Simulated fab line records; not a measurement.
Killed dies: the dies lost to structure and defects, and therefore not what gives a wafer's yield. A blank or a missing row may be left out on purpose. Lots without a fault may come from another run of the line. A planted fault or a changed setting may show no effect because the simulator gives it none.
Matching of chambers || flow n5_finfet || N5_MOL_CONTACT_COAG_DESCUM_88 on rie_diel-01: 4 sister chambers
The step chemistry O2, time 7 s. 4 wafers are shown with their chamber, then 8 later ones without.

WAFERS PAIRED WITH THEIR CHAMBERS
{"wafer": "L080.6", "chamber": 3, "throttle_valve_pct (%)": 20.62}
{"wafer": "L087.4", "chamber": 0, "throttle_valve_pct (%)": 20.66}
{"wafer": "L087.6", "chamber": 2, "throttle_valve_pct (%)": 20.30}
{"wafer": "L092.1", "chamber": 1, "throttle_valve_pct (%)": 20.19}

WAFERS WHOSE CHAMBER IS MISSING
{"wafer": "L092.3", "throttle_valve_pct (%)": 20.65}
{"wafer": "L092.4", "throttle_valve_pct (%)": 20.29}
{"wafer": "L093.1", "throttle_valve_pct (%)": 20.69}
{"wafer": "L093.2", "throttle_valve_pct (%)": 20.67}
{"wafer": "L093.5", "throttle_valve_pct (%)": 20.67}
{"wafer": "L097.2", "throttle_valve_pct (%)": 20.67}
{"wafer": "L097.3", "throttle_valve_pct (%)": 20.34}
{"wafer": "L097.5", "throttle_valve_pct (%)": 20.33}

WHICH CHAMBER EACH WENT THROUGH
{"wafer": "L092.3", "from the rows above": "can't be placed: 0 or 3", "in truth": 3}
{"wafer": "L092.4", "from the rows above": 2, "in truth": 2}
{"wafer": "L093.1", "from the rows above": "can't be placed: 0 or 3", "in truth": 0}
{"wafer": "L093.2", "from the rows above": "can't be placed: 0 or 3", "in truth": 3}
{"wafer": "L093.5", "from the rows above": "can't be placed: 0 or 3", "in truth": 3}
{"wafer": "L097.2", "from the rows above": "can't be placed: 0 or 3", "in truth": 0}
{"wafer": "L097.3", "from the rows above": 2, "in truth": 2}
{"wafer": "L097.5", "from the rows above": 2, "in truth": 2}
Correct placement for 3 of the 8. From these rows, 5 cannot be placed; in 5 the true chamber is one of the candidates. Wrongly placed: 0.
How it was worked out, from the rows above alone: a wafer's distance from a chamber is the root of the sum, over the readings, of the square of ((its reading less the chamber's mean) divided by the reading's scatter). The wafer belongs to the nearest chamber; if the next one is less than 2 further off, it can't be placed. Each chamber's mean is taken over the wafers shown for it. The scatter: with one shown wafer a chamber, the root of the mean of the squares of how far each hidden wafer lies from its nearest shown one.
